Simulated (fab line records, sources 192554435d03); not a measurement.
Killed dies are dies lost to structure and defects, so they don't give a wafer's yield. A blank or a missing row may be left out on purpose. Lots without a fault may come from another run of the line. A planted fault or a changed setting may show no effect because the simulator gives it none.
Problem report in the 8D (eight disciplines) form, filled by code | flow n5_finfet | the parts of the form that need people (team, actions taken, sign-off) are left out

1. THE PROBLEM
M0_RS at N5_BEOL_M0_RS_MEAS_126 reads a mean of 0.772 ohm/sq on 6 wafers of 2 lots; wafers without a fault read 0.525 ohm/sq with a standard deviation of 0.018. That is +14 standard deviations from the usual mean.
The step: measures by four-point-probe.
First seen on wafer L435.1, day 8 01:17, on film_metro-01. The record holds 30 wafers of 10 lots with a number at this step. Rule for "out", or "out of limits": more than 4 standard deviations from the usual mean. The other wafers with a number count as sound.

2. WHAT IT IS AND WHAT IT IS NOT
question                    | is                           | is not
which readings at this step | M0_RS                        | -
which lots                  | L435, L436                   | L428, L441, L443, L445, L446, L447, L448, L449
which wafers of those lots  | all that have a number       | -
read on which gauges        | film_metro-01, film_metro-02 | -
when                        | from day 8 01:17             | up to then (3 sound wafers); but 21 sound wafers of L441, L443, L445, L446, L447, L448, L449 came after

3. SUSPECTS, AND WHAT RULES EACH OUT
Counting: a tool at a process step up to the reading stays a suspect if it ran every lot that is out and no sound lot after the first of them.
- the gauge at N5_BEOL_M0_RS_MEAS_126: ruled out. The wafers that are out were read on 2 gauges (film_metro-01, film_metro-02).
- pecvd-02 at N5_BEOL_M0_SAQP_ILD_DEP_01 (deposits SiOC from DEMS/O2, target thk 45.419 nm, time 8.7 s): ruled out as a lasting fault. Sound lots L447, L448, L449 ran on it after its first lot that is out, L435 (day 7 13:11).
Left after counting: nothing in the record.

4. THE CAUSE (what the simulator had put in)
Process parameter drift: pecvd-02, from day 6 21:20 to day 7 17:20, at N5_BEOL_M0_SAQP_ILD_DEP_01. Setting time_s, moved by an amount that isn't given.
Counting ruled it out, wrongly: the rule takes a fault to strike every lot that its tool runs from its start on, and this one did not.

5. THE CHAIN OF EFFECTS, in route order
Each row: a reading whose mean over the struck wafers that have a number lies more than 3 standard deviations from the usual. Only readings for which the record gives a usual standard deviation are gone through. hours: the time from each lot's start at the first step in this table that gives one to its start at this step, as a median over the lots. sigmas: the change in usual standard deviations.
hours | step                   | reading | usual        | on struck wafers | change | sigmas
0     | N5_BEOL_M0_RS_MEAS_126 | M0_RS   | 0.525 ohm/sq | 0.772            | +0.247 | +14
Later measuring or inspecting steps at which every struck wafer that the step has a row for has a number for every such reading, and none has moved that far: N5_BEOL_M0_INSPECT_127, N5_BEOL_M4_RC_MEAS_101.

6. WHAT WOULD HAVE CAUGHT IT SOONER
In this record the first reading out of limits at a measuring or inspecting step was taken at day 8 01:17, 28 hours after the fault began at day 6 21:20.
Of the tool readings at N5_BEOL_M0_SAQP_ILD_DEP_01 for which the record gives a usual standard deviation, none was out on any struck wafer, so an alarm limit of 4 standard deviations on them would not have fired.
